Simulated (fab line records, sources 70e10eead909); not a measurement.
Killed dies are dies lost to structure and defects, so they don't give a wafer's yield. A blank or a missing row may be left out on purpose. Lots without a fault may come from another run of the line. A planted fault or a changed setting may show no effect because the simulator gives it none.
Which tool did it? | flow nand_harc | 23 lots, 69 wafers sampled, at 3 steps of a route of 1302

WHAT THE GAUGES READ, wafer by wafer
NHARC_A_CHANNEL_HOLE_D1_CD_MEAS_18.
lot  | measured     | on        | cd_nm (nm)
L074 | day 8 13:00  | cd_sem-03 | 96.7 95.5 96.3
L075 | day 8 13:44  | cd_sem-03 | 101.4 100.9 102.9
L076 | day 9 10:37  | cd_sem-01 | 100.4 98.7 100.0
L077 | day 10 02:45 | cd_sem-02 | 102.6 96.4 98.5
L078 | day 10 03:26 | cd_sem-03 | 98.5 95.4 95.7
L079 | day 10 06:19 | cd_sem-02 | 101.7 100.2 96.1
L080 | day 10 23:55 | cd_sem-02 | 102.6 100.7 98.7
L081 | day 11 11:49 | cd_sem-01 | 99.9 103.5 100.1
L082 | day 12 03:04 | cd_sem-02 | 100.2 102.0 101.8
L083 | day 12 02:30 | cd_sem-03 | 103.7 100.4 96.6
L084 | day 12 15:16 | cd_sem-01 | 99.5 93.3 100.7
L085 | day 13 11:42 | cd_sem-03 | 103.0 99.4 95.6
L086 | day 13 18:11 | cd_sem-03 | 101.9 100.9 98.9
L087 | day 13 23:27 | cd_sem-01 | 100.2 93.6 100.4
L088 | day 14 15:31 | cd_sem-03 | 97.8 95.7 95.8
L089 | day 14 14:40 | cd_sem-01 | 103.8 96.8 98.9
L090 | day 15 09:29 | cd_sem-01 | 97.4 100.4 97.5
L091 | day 15 09:20 | cd_sem-02 | 101.6 99.6 98.0
L092 | day 15 23:25 | cd_sem-03 | 100.7 101.1 100.7
L093 | day 16 08:11 | cd_sem-01 | 99.2 94.8 96.2
L094 | day 17 03:26 | cd_sem-02 | 97.8 100.3 101.8
L095 | day 17 16:04 | cd_sem-02 | 98.8 94.3 94.4
L096 | day 17 17:25 | cd_sem-01 | 97.3 97.5 96.4

WHICH TOOL RAN EACH LOT (tool, then ch and the chambers of the sampled wafers, then the start)
lot  | NHARC_P_BONDPAD_DESCUM_11          | NHARC_A_CHANNEL_HOLE_D1_ETCH_34
L074 | rie_diel-05 ch 0,1,3, day 6 17:14  | rie_diel-10 ch 1,3, day 8 13:00 or earlier
L075 | rie_diel-01 ch 1,2,3, day 6 20:12  | rie_diel-12 ch 2,3, day 8 13:44 or earlier
L076 | rie_diel-05 ch 0,1,3, day 7 06:52  | rie_diel-10 ch 0,3, day 9 10:37 or earlier
L077 | rie_diel-01 ch 2,3, day 8 00:41    | rie_diel-10 ch 1,2, day 10 02:45 or earlier
L078 | rie_diel-05 ch 1,2, day 8 05:43    | rie_diel-10 ch 1,2, day 10 03:26 or earlier
L079 | rie_diel-01 ch 0,1,2, day 8 10:55  | rie_diel-10 ch 0,3, day 10 06:19 or earlier
L080 | rie_diel-01 ch 2,3, day 9 03:05    | rie_diel-10 ch 2,3, day 10 23:55 or earlier
L081 | rie_diel-07 ch 1,2,3, day 9 13:39  | rie_diel-12 ch 1,2,3, day 11 11:49 or earlier
L082 | rie_diel-01 ch 2,3, day 10 02:24   | rie_diel-02 ch 0,1,3, day 12 03:04 or earlier
L083 | rie_diel-01 ch 0,1,3, day 10 07:50 | rie_diel-10 ch 1,2,3, day 12 02:30 or earlier
L084 | rie_diel-07 ch 0,1,3, day 10 20:43 | rie_diel-10 ch 0,3, day 12 15:16 or earlier
L085 | rie_diel-01 ch 0,2,3, day 11 13:57 | rie_diel-10 ch 0,1, day 13 11:42 or earlier
L086 | rie_diel-07 ch 0,1,3, day 11 17:21 | rie_diel-02 ch 0,1, day 13 18:11 or earlier
L087 | rie_diel-01 ch 0,3, day 11 23:51   | rie_diel-10 ch 0,3, day 13 23:27 or earlier
L088 | rie_diel-07 ch 1,2,3, day 12 16:49 | rie_diel-10 ch 0,1, day 14 15:31 or earlier
L089 | rie_diel-05 ch 0,2,3, day 12 17:19 | rie_diel-02 ch 0,1,2, day 14 14:40 or earlier
L090 | rie_diel-01 ch 0,3, day 13 12:55   | rie_diel-12 ch 1,2,3, day 15 09:29 or earlier
L091 | rie_diel-01 ch 0, day 13 15:50     | rie_diel-10 ch 0,1,3, day 15 09:20 or earlier
L092 | rie_diel-07 ch 0,1,2, day 14 01:40 | rie_diel-12 ch 0,1,3, day 15 23:25 or earlier
L093 | rie_diel-05 ch 0,1,2, day 14 13:50 | rie_diel-10 ch 1,2,3, day 16 08:11 or earlier
L094 | rie_diel-07 ch 0,1,2, day 15 07:11 | rie_diel-02 ch 0,1,2, day 17 03:26 or earlier
L095 | rie_diel-05 ch 0,2,3, day 15 19:14 | rie_diel-10 ch 0,1,3, day 17 16:04 or earlier
L096 | rie_diel-07 ch 0,1,2, day 15 21:38 | rie_diel-10 ch 0,1,2, day 17 17:25 or earlier
- NHARC_P_BONDPAD_DESCUM_11: chemistry O2, time 3 s.
- NHARC_A_CHANNEL_HOLE_D1_ETCH_34: etches the open film in CF4/CHF3, target depth 154 nm, time 77 s.

WHAT THE TOOLS THEMSELVES READ (means of the sampled wafers that have a number; where no wafer has one, the mark that the record gives instead)
NHARC_P_BONDPAD_DESCUM_11.
lot  | tool        | drypump_motor_current_A (A) | o2_flow_sccm (sccm) | oes_product_au (a.u.) | rf_vpp_V (V) | showerhead_plenum_p_Torr (Torr) | throttle_valve_pct (%)
L074 | rie_diel-05 | 5.4                         | 200.3               | 1.005                 | 56.7         | 1.87                            | 11.304
L075 | rie_diel-01 | 5.7                         | 200.2               | 0.998                 | 57.2         | 1.88                            | 11.299
L076 | rie_diel-05 | 5.4                         | 199.5               | 1.007                 | 57.8         | 1.87                            | 11.313
L077 | rie_diel-01 | 6.0                         | 200.1               | 0.994                 | 57.0         | 1.88                            | 11.313
L078 | rie_diel-05 | 5.8                         | 200.1               | 1.009                 | 58.5         | 1.84                            | 11.314
L079 | rie_diel-01 | 5.4                         | 200.1               | 0.994                 | 58.0         | 1.89                            | 11.312
L080 | rie_diel-01 | 6.0                         | 200.0               | 0.995                 | 57.7         | 1.88                            | 11.316
L081 | rie_diel-07 | 6.2                         | 199.5               | 1.006                 | 56.9         | 1.90                            | 11.313
L082 | rie_diel-01 | 6.0                         | 199.9               | 0.995                 | 57.5         | 1.88                            | 11.317
L083 | rie_diel-01 | 5.5                         | 199.9               | 1.001                 | 57.3         | 1.81                            | 11.309
L084 | rie_diel-07 | 6.0                         | 200.8               | 0.995                 | 57.8         | 1.86                            | 11.318
L085 | rie_diel-01 | 5.7                         | 199.9               | 1.003                 | 58.0         | 1.90                            | 11.311
L086 | rie_diel-07 | 6.0                         | 200.0               | 0.994                 | 57.8         | 1.86                            | 11.300
L087 | rie_diel-01 | 5.8                         | 200.6               | 1.002                 | 57.5         | 1.82                            | 11.323
L088 | rie_diel-07 | 6.2                         | 199.9               | 0.997                 | 57.9         | 1.90                            | 11.319
L089 | rie_diel-05 | 5.3                         | 199.5               | 1.004                 | 57.6         | 1.86                            | 11.314
L090 | rie_diel-01 | 5.5                         | 200.4               | 1.000                 | 57.5         | 1.83                            | 11.308
L091 | rie_diel-01 | 5.2                         | 200.0               | 1.009                 | 57.4         | 1.85                            | 11.314
L092 | rie_diel-07 | 6.2                         | 199.8               | 0.998                 | 57.7         | 1.90                            | 11.303
L093 | rie_diel-05 | 5.6                         | 199.7               | 1.003                 | 57.2         | 1.83                            | 11.315
L094 | rie_diel-07 | 6.2                         | 200.1               | 1.004                 | 57.3         | 1.90                            | 11.310
L095 | rie_diel-05 | 5.3                         | 199.8               | 0.985                 | 56.8         | 1.86                            | 11.312
L096 | rie_diel-07 | 6.2                         | 200.1               | 1.003                 | 57.5         | 1.90                            | 11.310

NHARC_A_CHANNEL_HOLE_D1_ETCH_34.
lot  | tool        | drypump_motor_current_A (A) | oes_product_au (a.u.) | rf_vpp_V (V) | showerhead_plenum_p_Torr (Torr) | throttle_valve_pct (%)
L074 | rie_diel-10 | 5.5                         | 0.931                 | 370.2        | 1.54                            | 16.809
L075 | rie_diel-12 | 5.7                         | 0.973                 | 371.3        | 1.61                            | 16.801
L076 | rie_diel-10 | 5.7                         | 0.927                 | 368.6        | 1.52                            | 16.811
L077 | rie_diel-10 | 5.5                         | 0.925                 | 373.3        | 1.65                            | 16.802
L078 | rie_diel-10 | 5.6                         | 0.931                 | 372.7        | 1.62                            | 16.809
L079 | rie_diel-10 | 5.6                         | 0.921                 | 369.1        | 1.52                            | 16.797
L080 | rie_diel-10 | 5.7                         | 0.928                 | 369.0        | 1.56                            | 16.806
L081 | rie_diel-12 | 6.0                         | 0.935                 | 371.0        | 1.60                            | 16.806
L082 | rie_diel-02 | 5.8                         | 0.941                 | 372.0        | 1.62                            | 16.800
L083 | rie_diel-10 | 5.6                         | 0.967                 | 371.0        | 1.58                            | 16.803
L084 | rie_diel-10 | 5.6                         | 0.928                 | 367.6        | 1.49                            | 16.797
L085 | rie_diel-10 | 5.5                         | 0.976                 | 372.2        | 1.58                            | 16.801
L086 | rie_diel-02 | 6.1                         | 0.963                 | 373.4        | 1.61                            | 16.789
L087 | rie_diel-10 | 5.6                         | 0.935                 | 367.7        | 1.49                            | 16.809
L088 | rie_diel-10 | 5.6                         | 0.946                 | 371.1        | 1.58                            | 16.800
L089 | rie_diel-02 | 5.8                         | 0.920                 | 372.2        | 1.60                            | 16.792
L090 | rie_diel-12 | 6.0                         | 0.973                 | 371.3        | 1.59                            | 16.807
L091 | rie_diel-10 | 5.5                         | 0.928                 | 369.9        | 1.56                            | 16.809
L092 | rie_diel-12 | 6.1                         | 0.970                 | 371.0        | 1.58                            | 16.799
L093 | rie_diel-10 | 5.6                         | 0.930                 | 371.4        | 1.58                            | 16.801
L094 | rie_diel-02 | 5.8                         | 0.915                 | 370.9        | 1.59                            | 16.804
L095 | rie_diel-10 | 5.5                         | 0.926                 | 369.9        | 1.56                            | 16.799
L096 | rie_diel-10 | 5.6                         | 0.955                 | 371.6        | 1.60                            | 16.807

THE ANSWER, worked out from the rows above alone
Rule: what is usual is taken from the lots themselves. Put in order of their means at a reading, lots are off if they are a third of the lots or fewer, leave a main group of 4 or more, and stand apart from it by a gap of 3 or more times the standard deviation of the main group's means; of several such gaps the widest counts. A main group whose means are all the same, to the digits that the tables above print for the reading, isn't used. A lot without any number at a reading at which 4 lots or more have one is off too. The other lots that the step has rows for count as sound. The gauges are gone through in route order, then the tools' own readings, and for those a lot's mean is taken as printed above. The first step at which some lot is off is used, and at that step the reading that is off furthest; a lot without a number counts as furthest.
No lot is off at any reading shown: from this, nothing can be told.

WHAT THE SIMULATOR HAD PUT IN
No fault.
